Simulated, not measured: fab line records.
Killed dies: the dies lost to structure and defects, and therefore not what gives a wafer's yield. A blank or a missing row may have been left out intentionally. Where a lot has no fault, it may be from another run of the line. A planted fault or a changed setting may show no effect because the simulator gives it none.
Chamber matching | flow n5 finfet | N5_FIN_SAQP_MANDREL_ETCH_58 on rie si-05 has 4 sister chambers
The step etches a-Si in HBr/Cl2, stops on SiNx, target depth 45 nm, bt time 10 s, time 27 s. 4 wafers are shown with their chamber, then 9 later ones without.

WAFERS WITH THEIR CHAMBER
wafer  | chamber | throttle valve pct (%)
L087.4 | 1       | 34.98
L087.5 | 3       | 35.58
L088.4 | 0       | 35.43
L088.5 | 2       | 35.53

WAFERS MISSING THEIR CHAMBER
wafer  | throttle valve pct (%)
L089.1 | 35.53
L089.2 | 34.99
L089.6 | 35.53
L090.3 | 35.42
L090.4 | 34.98
L090.5 | 35.52
L092.1 | 34.98
L092.2 | 35.58
L092.5 | 35.58

THE CHAMBER EACH PASSED THROUGH
wafer  | from the rows above | in truth
L089.1 | 2                   | 2
L089.2 | 1                   | 1
L089.6 | 2                   | 2
L090.3 | 0                   | 0
L090.4 | 1                   | 1
L090.5 | 2                   | 2
L092.1 | 1                   | 1
L092.2 | 3                   | 3
L092.5 | 3                   | 3
Correctly placed: 9 of 9. Not placeable from these rows: 0. 0 placed wrongly.
How it was worked out, from the rows above alone: a wafer's distance from a chamber is the root of the sum, over the readings, of the square of ((its reading less the chamber's mean) divided by the reading's scatter). If the next closest chamber is less than 2 further off than the closest, the wafer can't be placed; otherwise it belongs to the closest. A chamber's mean is the mean of its shown wafers. The scatter (one wafer shown for each chamber): square how far every hidden wafer sits from the nearest shown wafer, average those squares and take the square root.
